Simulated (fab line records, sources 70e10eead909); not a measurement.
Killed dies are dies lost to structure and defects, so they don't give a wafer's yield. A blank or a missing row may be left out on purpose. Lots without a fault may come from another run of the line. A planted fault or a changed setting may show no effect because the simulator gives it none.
fab line records | flow nand_harc
record lots=24 wafers=72 last_day=33
route steps=1302 shown P_M0@279 P_M1@311 P_M2@330
lots that met no fault: from a run of the same line without faults
start_h: hours from the record's first day to the start of the lot's first wafer shown | wait_h: hours since the lot's step before | " the same as in the row above | L1.1+2: a row that stands for several wafers | - no value, or no start given | * or withheld: withheld | < > ~ a bound
route shown NAME@n: a module of which the file shows steps, and the number in the route of the first | usual: mean/standard deviation of fault-free wafers | same: alike in all rows | chamber/n: place in a boat | sites: the reading at each site | _std_site: their standard deviation | _edge_site: outer sites' mean less inner sites' | radius_mm: how far each site lies from the wafer's centre | mask NAME#n: copy n | behind: the tool/chamber that last shaped the wafer | hold: why the lot was held/for how many hours/how that ended | device: the transistor (n, p or np) that didn't switch | end of line: the same wafers' tests at the end of the route | a step without rows: its recipe alone | killed: dies lost to structure and defects at the first sort, not the wafer's yield | map: a wafer's dies, x killed, . not, _ none there
set.NAME: the setting as run; set.NAME@STEP: as run at that earlier step | model.NAME: the simulator's own value behind a step, which no gauge read
steps of the route over a sample of lots; a table a step, a row a wafer
services: from which hour (start_h, from the record's first day; less than 0 if before it) a tool's chamber was out of use, for how many hours, and why
## steps
# step NHARC_P_M0_THK_MEAS_24
# recipe thk_meas_gauge=xrf
# usual thk_nm=117.7/1.4
# columns lot.wafer tool chamber start_h wait_h thk_nm
L074.1 film_metro-02 - 124.59 - 117.6
L074.2 " - " " 119.5
L074.5 " - " " 117.8
L075.1 film_metro-02 - 132.55 - 117.0
L075.2 " - " " 119.1
L075.3 " - " " 119.0
L076.1 film_metro-01 - 138.79 - 117.1
L076.4 " - " " 118.4
L076.5 " - " " 118.1
L077.2 film_metro-01 - 148.87 - 118.1
L077.5 " - " " 116.0
L077.6 " - " " 118.8
L078.1 film_metro-01 - 163.04 - 117.2
L078.3 " - " " 115.8
L078.5 " - " " 116.8
L079.2 film_metro-01 - 170.98 - 117.1
L079.4 " - " " 119.8
L079.5 " - " " 118.9
L080.2 film_metro-01 - 181.76 - 118.2
L080.4 " - " " 118.6
L080.5 " - " " 119.0
L081.2 film_metro-02 - 196.72 - 117.1
L081.3 " - " " 116.2
L081.6 " - " " 115.5
L082.2 film_metro-02 - 219.47 - 119.2
L082.3 " - " " 118.5
L082.4 " - " " 118.6
L083.2 film_metro-02 - 219.77 - 117.8
L083.4 " - " " 116.8
L083.6 " - " " 116.5
L084.3 film_metro-01 - 220.91 - 118.8
L084.4 " - " " 116.4
L084.5 " - " " 116.6
L085.1 film_metro-01 - 235.52 - 118.5
L085.5 " - " " 120.0
L085.6 " - " " 118.4
L086.1 film_metro-01 - 240.89 - 120.9
L086.4 " - " " 119.3
L086.5 " - " " 117.8
L087.1 film_metro-01 - 259.88 - 114.6
L087.4 " - " " 117.3
L087.6 " - " " 117.6
L089.1 film_metro-02 - 270.68 - 122.0
L089.4 " - " " 118.3
L089.6 " - " " 118.1
L088.1 film_metro-01 - 273.36 - 119.4
L088.2 " - " " 117.8
L088.4 " - " " 117.6
L090.1 film_metro-01 - 284.41 - 118.7
L090.4 " - " " 118.7
L090.5 " - " " 118.8
L091.1 film_metro-01 - 292.92 - 115.5
L091.4 " - " " 118.6
L091.6 " - " " 116.0
L093.1 film_metro-02 - 309.00 - 115.4
L093.5 " - " " 117.6
L093.6 " - " " 116.5
L092.4 film_metro-01 - 309.36 - 114.5
L092.5 " - " " 116.9
L092.6 " - " " 116.0
L094.1 film_metro-02 - 329.56 - 117.0
L094.4 " - " " 115.5
L094.5 " - " " 118.9
L095.1 film_metro-02 - 340.02 - 116.1
L095.2 " - " " 115.7
L095.4 " - " " 117.8
L097.2 film_metro-02 - 354.57 - 119.0
L097.5 " - " " 118.5
L097.6 " - " " 117.7
L096.2 film_metro-02 - 355.30 - 116.9
L096.4 " - " " 117.5
L096.6 " - " " 117.1
# step NHARC_P_M0_PRE_CLEAN_31
# recipe time_s=12 temp_c=370 rf_power_w=300 gas=NH3
# usual heater_power_w=650/72 rf_fwd_power_W=292.5/0.91
# columns lot.wafer tool chamber start_h wait_h heater_power_w rf_fwd_power_W
L074.1 pecvd-03 0 126.95 0.2 744 292.3
L074.2 " 2 " " 684 294.1
L074.5 " 0 " " 739 292.6
L075.3 pecvd-03 0 132.78 0.1 739 292.5
L075.1 " 1 " " 702 293.7
L075.2 " 2 " " 688 294.1
L076.1 pecvd-02 1 139.01 0.1 490 292.7
L076.5 " 2 " " 622 293.0
L076.4 " 0 " " 682 293.6
L077.2 pecvd-01 0 149.09 0.1 505 292.8
L077.5 " 0 " " 517 294.7
L077.6 " 1 " " 628 291.3
L078.1 pecvd-03 2 163.26 0.1 616 291.7
L078.3 " 0 " " 738 291.1
L078.5 " 1 " " 723 292.7
L079.2 pecvd-02 2 171.20 0.1 658 292.0
L079.5 " 2 " " 659 292.2
L079.4 " 0 " " 797 292.5
L080.2 pecvd-01 1 182.00 0.1 595 292.8
L080.4 " 2 " " 586 292.6
L080.5 " 0 " " 585 292.9
L081.2 pecvd-01 0 196.96 0.1 570 293.0
L081.3 " 2 " " 573 292.7
L081.6 " 0 " " 574 293.0
L082.3 pecvd-03 1 219.71 0.1 656 292.0
L082.2 " 2 " " 707 290.9
L082.4 " 0 " " 697 292.9
L083.2 pecvd-01 0 219.99 0.1 576 291.7
L083.4 " 0 " " 596 291.5
L083.6 " 1 " " 698 292.5
L084.3 pecvd-02 1 221.13 0.1 522 293.1
L084.5 " 1 " " 519 293.5
L084.4 " 2 " " 663 294.9
L085.1 pecvd-01 0 235.77 0.1 569 293.2
L085.6 " 2 " " 656 291.6
L085.5 " 0 " " 586 292.4
L086.1 pecvd-01 2 241.15 0.1 593 291.0
L086.4 " 0 " " 583 291.6
L086.5 " 2 " " 604 291.8
L087.1 pecvd-03 2 260.11 0.1 710 291.6
L087.4 " 1 " " 644 290.3
L087.6 " 0 " " 711 291.0
L089.1 pecvd-01 2 270.94 0.1 584 291.9
L089.4 " 0 " " 597 292.8
L089.6 " 1 " " 719 291.7
L088.2 pecvd-02 1 273.59 0.1 522 292.4
L088.1 " 2 " " 663 294.0
L088.4 " 1 " " 513 292.5
L090.1 pecvd-01 0 284.64 0.1 569 293.2
L090.5 " 1 " " 680 292.5
L090.4 " 2 " " 634 291.3
L091.1 pecvd-01 1 293.20 0.1 704 292.3
L091.6 " 0 " " 614 292.7
L091.4 " 1 " " 738 291.2
L093.1 pecvd-01 2 309.25 0.1 685 293.2
L093.6 " 0 " " 515 292.2
L093.5 " 1 " " 684 291.3
L092.4 pecvd-02 1 309.62 0.1 481 291.2
L092.5 " 2 " " 668 291.8
L092.6 " 0 " " 749 291.8
L094.1 pecvd-02 2 329.78 0.1 657 292.3
L094.4 " 0 " " 750 293.1
L094.5 " 1 " " 546 291.2
L095.1 pecvd-03 0 340.24 0.1 705 292.7
L095.2 " 2 " " 665 292.3
L095.4 " 2 " " 662 292.9
L097.2 pecvd-03 2 354.81 0.1 658 291.0
L097.6 " 1 " " 683 291.5
L097.5 " 2 " " 659 291.5
L096.2 pecvd-03 0 355.52 0.1 667 294.1
L096.4 " 0 " " 651 292.5
L096.6 " 2 " " 721 292.8
# step NHARC_P_M1_CMP_23
# recipe t_overpolish_s=20 target_thk_nm=157.82
# usual motor_current_A=11.6/1.1 retaining_ring_pressure_frac=1.000/0.0047 time_to_endpoint_s=28.2/2.3
# columns lot.wafer tool chamber start_h wait_h motor_current_A retaining_ring_pressure_frac time_to_endpoint_s
L074.1 cmp-04 3 130.90 - 12.2 1.000 25.0
L074.2 " 2 " " 13.1 1.005 25.8
L074.5 " 3 " " 12.4 1.000 26.2
L075.2 cmp-04 0 136.47 - 9.5 0.998 27.0
L075.1 " 1 " " 10.5 0.995 28.3
L075.3 " 2 " " 13.8 1.004 26.7
L076.4 cmp-02 2 142.73 - 10.7 1.007 28.9
L076.1 " 1 " " 10.0 1.002 29.8
L076.5 " 3 " " 10.6 0.991 31.7
L077.2 cmp-04 0 152.95 - 9.5 1.002 27.8
L077.5 " 2 " " 13.3 0.995 26.9
L077.6 " 3 " " 11.6 0.997 26.9
L078.3 cmp-02 1 166.79 - 10.9 1.003 28.3
L078.1 " 2 " " 11.5 1.000 28.2
L078.5 " 0 " " 12.7 1.002 29.1
L079.4 cmp-04 3 175.10 - 11.7 0.999 24.4
L079.2 " 0 " " 9.7 1.013 23.2
L079.5 " 2 " " 14.3 0.999 24.7
L080.2 cmp-04 1 185.62 - 10.9 0.994 30.4
L080.4 " 0 " " 10.7 1.001 28.3
L080.5 " 2 " " 13.9 0.998 29.4
L081.2 cmp-02 2 200.47 - 11.1 0.994 29.9
L081.3 " 1 " " 10.5 1.001 31.7
L081.6 " 2 " " 11.4 1.000 27.5
L082.3 cmp-02 0 223.23 - 12.9 0.995 29.0
L082.2 " 2 " " 11.8 0.999 28.6
L082.4 " 3 " " 10.0 1.005 30.3
L083.4 cmp-01 1 223.96 - 11.9 1.003 25.2
L083.2 " 2 " " 11.9 0.997 28.7
L083.6 " 0 " " 11.2 1.002 27.9
L084.3 cmp-04 1 224.78 - 10.2 0.997 28.5
L084.4 " 3 " " 12.2 0.999 27.9
L084.5 " 1 " " 10.7 1.002 29.2
L085.1 cmp-04 3 239.35 - 12.3 1.005 31.8
L085.5 " 3 " " 12.1 1.006 29.2
L085.6 " 0 " " 9.9 1.006 26.8
L086.1 cmp-01 3 244.67 - 12.1 0.999 28.6
L086.4 " 0 " " 11.6 0.995 26.6
L086.5 " 2 " " 11.6 0.998 28.5
L087.1 cmp-01 3 263.98 - 12.5 0.998 25.7
L087.4 " 0 " " 12.4 1.008 30.4
L087.6 " 3 " " 11.8 1.002 29.2
L089.1 cmp-02 3 274.47 - 10.0 0.994 29.4
L089.4 " 1 " " 10.5 0.998 32.6
L089.6 " 3 " " 10.8 1.003 33.1
L088.4 cmp-01 0 277.22 - 12.0 0.994 31.3
L088.1 " 1 " " 11.8 1.000 31.3
L088.2 " 3 " " 12.5 0.999 30.6
L090.1 cmp-01 1 288.19 - 11.5 1.005 28.4
L090.4 " 3 " " 12.4 1.001 24.4
L090.5 " 1 " " 11.8 1.004 25.0
L091.1 cmp-01 2 296.85 - 11.9 0.997 27.8
L091.4 " 1 " " 12.2 1.004 26.7
L091.6 " 3 " " 12.2 1.013 26.1
L093.1 cmp-02 2 312.74 - 11.1 0.999 24.4
L093.5 " 0 " " 13.4 0.992 27.3
L093.6 " 1 " " 10.7 0.999 27.5
L092.4 cmp-01 0 313.22 - 12.2 1.002 26.9
L092.6 " 2 " " 12.3 0.997 24.2
L092.5 " 3 " " 12.2 0.998 23.9
L094.4 cmp-01 0 333.30 - 12.1 1.001 28.9
L094.1 " 1 " " 12.2 0.999 28.3
L094.5 " 0 " " 11.7 1.005 31.2
L095.1 cmp-02 2 343.73 - 11.0 1.002 24.7
L095.2 " 0 " " 13.2 0.990 26.2
L095.4 " 1 " " 10.1 1.001 25.6
L097.2 cmp-01 3 358.49 - 12.4 1.003 26.7
L097.5 " 0 " " 11.0 1.005 26.6
L097.6 " 1 " " 12.3 1.002 31.4
L096.4 cmp-04 3 359.52 - 11.8 1.004 28.0
L096.2 " 0 " " 10.0 1.003 29.0
L096.6 " 1 " " 9.9 1.003 26.8
# step NHARC_P_M2_INSPECT_11
# usual raw_defect_count=4.2/2.5
# columns lot.wafer tool chamber start_h wait_h raw_defect_count
L074.1 defect_inspect-02 - 133.02 0.0 3
L074.2 " - " " 8
L074.5 " - " " 2
L075.1 defect_inspect-01 - 138.33 0.0 8
L075.2 " - " " 7
L075.3 " - " " 4
L076.1 defect_inspect-01 - 144.60 0.0 1
L076.4 " - " " 6
L076.5 " - " " 6
L077.2 defect_inspect-01 - 154.88 0.0 5
L077.5 " - " " 2
L077.6 " - " " 3
L078.1 defect_inspect-02 - 168.76 0.0 5
L078.3 " - " " 4
L078.5 " - " " 7
L079.2 defect_inspect-02 - 177.01 0.0 1
L079.4 " - " " 2
L079.5 " - " " 2
L080.2 defect_inspect-01 - 187.49 0.0 5
L080.4 " - " " 3
L080.5 " - " " 3
L081.2 defect_inspect-02 - 202.46 0.0 4
L081.3 " - " " 11
L081.6 " - " " 14
L082.2 defect_inspect-01 - 225.09 0.0 5
L082.3 " - " " 3
L082.4 " - " " 3
L083.2 defect_inspect-01 - 225.89 0.0 5
L083.4 " - " " 3
L083.6 " - " " 5
L084.3 defect_inspect-02 - 226.76 0.0 4
L084.4 " - " " 3
L084.5 " - " " 0
L085.1 defect_inspect-01 - 241.31 0.0 1
L085.5 " - " " 2
L085.6 " - " " 2
L086.1 defect_inspect-02 - 246.60 0.0 1
L086.4 " - " " 5
L086.5 " - " " 5
L087.1 defect_inspect-01 - 265.82 0.0 1
L087.4 " - " " 6
L087.6 " - " " 2
L089.1 defect_inspect-02 - 276.44 0.0 5
L089.4 " - " " 6
L089.6 " - " " 5
L088.1 defect_inspect-02 - 279.08 0.0 6
L088.2 " - " " 3
L088.4 " - " " 10
L090.1 defect_inspect-02 - 290.15 0.0 5
L090.4 " - " " 4
L090.5 " - " " 7
L091.1 defect_inspect-01 - 298.71 0.0 5
L091.4 " - " " 1
L091.6 " - " " 6
L093.1 defect_inspect-01 - 314.74 0.0 4
L093.5 " - " " 5
L093.6 " - " " 4
L092.4 defect_inspect-01 - 315.37 0.0 4
L092.5 " - " " 5
L092.6 " - " " 5
L094.1 defect_inspect-02 - 335.13 0.0 8
L094.4 " - " " 6
L094.5 " - " " 6
L095.1 defect_inspect-01 - 345.59 0.0 1
L095.2 " - " " 6
L095.4 " - " " 6
L097.2 defect_inspect-02 - 360.27 0.0 2
L097.5 " - " " 6
L097.6 " - " " 5
L096.2 defect_inspect-01 - 361.66 0.0 2
L096.4 " - " " 3
L096.6 " - " " 6
# step NHARC_P_M2_DEGAS_29
# recipe temp_c=250 time_s=60
# usual heater_power_w=327/33
# columns lot.wafer tool chamber start_h wait_h heater_power_w
L074.2 pvd_sputter-03 - 134.12 - 348
L074.1 " - " " 321
L074.5 " - " " 324
L075.3 pvd_sputter-01 - 139.41 - 371
L075.2 " - " " 345
L075.1 " - " " 280
L076.1 pvd_sputter-02 - 145.67 - 345
L076.4 " - " " 375
L076.5 " - " " 332
L077.2 pvd_sputter-01 - 155.98 - 375
L077.6 " - " " 332
L077.5 " - " " 376
L078.1 pvd_sputter-02 - 169.84 - 322
L078.3 " - " " 344
L078.5 " - " " 389
L079.4 pvd_sputter-01 - 178.10 - 349
L079.2 " - " " 282
L079.5 " - " " 376
L080.4 pvd_sputter-02 - 188.57 - 344
L080.2 " - " " 384
L080.5 " - " " 303
L081.3 pvd_sputter-01 - 203.54 - 375
L081.2 " - " " 338
L081.6 " - " " 349
L082.2 pvd_sputter-03 - 226.18 - 348
L082.4 " - " " 336
L082.3 " - " " 326
L083.2 pvd_sputter-03 - 226.99 - 335
L083.4 " - " " 259
L083.6 " - " " 319
L084.4 pvd_sputter-02 - 227.89 - 380
L084.3 " - " " 312
L084.5 " - " " 331
L085.1 pvd_sputter-02 - 242.40 - 304
L085.6 " - " " 295
L085.5 " - " " 377
L086.1 pvd_sputter-02 - 247.73 - 309
L086.4 " - " " 313
L086.5 " - " " 307
L087.4 pvd_sputter-03 - 266.89 - 330
L087.1 " - " " 346
L087.6 " - " " 327
L089.4 pvd_sputter-02 - 277.52 - 385
L089.1 " - " " 340
L089.6 " - " " 305
L088.1 pvd_sputter-01 - 280.20 - 282
L088.4 " - " " 321
L088.2 " - " " 360
L090.4 pvd_sputter-03 - 291.24 - 326
L090.1 " - " " 319
L090.5 " - " " 335
L091.4 pvd_sputter-03 - 299.79 - 311
L091.1 " - " " 315
L091.6 " - " " 325
L093.1 pvd_sputter-03 - 315.82 - 323
L093.6 " - " " 318
L093.5 " - " " 336
L092.4 pvd_sputter-01 - 316.47 - 340
L092.5 " - " " 282
L092.6 " - " " 313
L094.1 pvd_sputter-02 - 336.21 - 326
L094.4 " - " " 364
L094.5 " - " " 359
L095.4 pvd_sputter-01 - 346.67 - 313
L095.1 " - " " 359
L095.2 " - " " 272
L097.2 pvd_sputter-02 - 361.36 - 303
L097.5 " - " " 359
L097.6 " - " " 303
L096.2 pvd_sputter-03 - 362.74 - 331
L096.4 " - " " 326
L096.6 " - " " 339
# step NHARC_P_M2_PRE_CLEAN_30
# recipe time_s=30 temp_c=280 gas=H2/He
# usual heater_power_w=402/43
# columns lot.wafer tool chamber start_h wait_h heater_power_w
L074.1 pvd_sputter-03 - - - 334
L074.2 " - " " 423
L074.5 " - " " 324
L075.1 pvd_sputter-01 - - - 404
L075.2 " - " " 423
L075.3 " - " " 349
L076.1 pvd_sputter-02 - - - 489
L076.4 " - " " 418
L076.5 " - " " 475
L077.2 pvd_sputter-01 - - - 460
L077.5 " - " " 349
L077.6 " - " " 409
L078.1 pvd_sputter-02 - - - 378
L078.3 " - " " 368
L078.5 " - " " 375
L079.2 pvd_sputter-01 - - - 405
L079.4 " - " " 433
L079.5 " - " " 408
L080.4 pvd_sputter-02 - - - 373
L080.2 " - " " 468
L080.5 " - " " 384
L081.2 pvd_sputter-01 - - - 429
L081.3 " - " " 408
L081.6 " - " " 434
L082.3 pvd_sputter-03 - - - 393
L082.4 " - " " 422
L082.2 " - " " 404
L083.4 pvd_sputter-03 - - - 390
L083.2 " - " " 408
L083.6 " - " " 424
L084.3 pvd_sputter-02 - - - 419
L084.4 " - " " 368
L084.5 " - " " 381
L085.1 pvd_sputter-02 - - - 371
L085.6 " - " " 366
L085.5 " - " " 474
L086.4 pvd_sputter-02 - - - 387
L086.1 " - " " 418
L086.5 " - " " 384
L087.4 pvd_sputter-03 - - - 395
L087.1 " - " " 409
L087.6 " - " " 330
L089.1 pvd_sputter-02 - - - 467
L089.4 " - " " 376
L089.6 " - " " 476
L088.2 pvd_sputter-01 - - - 415
L088.4 " - " " 388
L088.1 " - " " 438
L090.1 pvd_sputter-03 - - - 397
L090.4 " - " " 321
L090.5 " - " " 408
L091.1 pvd_sputter-03 - - - 425
L091.4 " - " " 394
L091.6 " - " " 323
L093.1 pvd_sputter-03 - - - 392
L093.5 " - " " 408
L093.6 " - " " 315
L092.4 pvd_sputter-01 - - - 351
L092.6 " - " " 441
L092.5 " - " " 418
L094.1 pvd_sputter-02 - - - 486
L094.4 " - " " 430
L094.5 " - " " 364
L095.4 pvd_sputter-01 - - - 437
L095.1 " - " " 420
L095.2 " - " " 337
L097.2 pvd_sputter-02 - - - 450
L097.5 " - " " 444
L097.6 " - " " 374
L096.2 pvd_sputter-03 - - - 404
L096.4 " - " " 402
L096.6 " - " " 412
## services
# columns tool chamber start_h hours kind
pvd_sputter-02 - 104.00 10.0 pm
cmp-04 - 111.00 4.0 pm
pecvd-01 - 130.68 13.0 pm
pvd_sputter-02 - 138.90 4.1 repair
pvd_sputter-01 - 156.58 5.9 repair
pvd_sputter-03 - 168.54 2.1 repair
pvd_sputter-01 - 169.99 3.9 repair
pvd_sputter-01 - 180.12 8.5 repair
pecvd-03 - 185.16 13.0 pm
cmp-01 - 185.50 4.0 pm
cmp-04 - 208.29 1.9 repair
cmp-04 - 210.20 4.0 pm
pecvd-03 - 210.62 0.6 repair
pvd_sputter-01 - 226.00 10.0 pm
pvd_sputter-01 - 243.73 0.8 repair
cmp-04 - 273.12 8.9 repair
pvd_sputter-02 - 282.00 10.0 pm
cmp-01 - 283.50 4.0 pm
pecvd-01 - 299.92 0.8 repair
pecvd-01 - 311.68 13.0 pm
pvd_sputter-03 - 335.52 4.4 repair
cmp-01 - 338.28 4.4 repair
pvd_sputter-03 - 348.63 10.0 pm
pvd_sputter-01 - 362.15 6.2 repair
## key
fault none
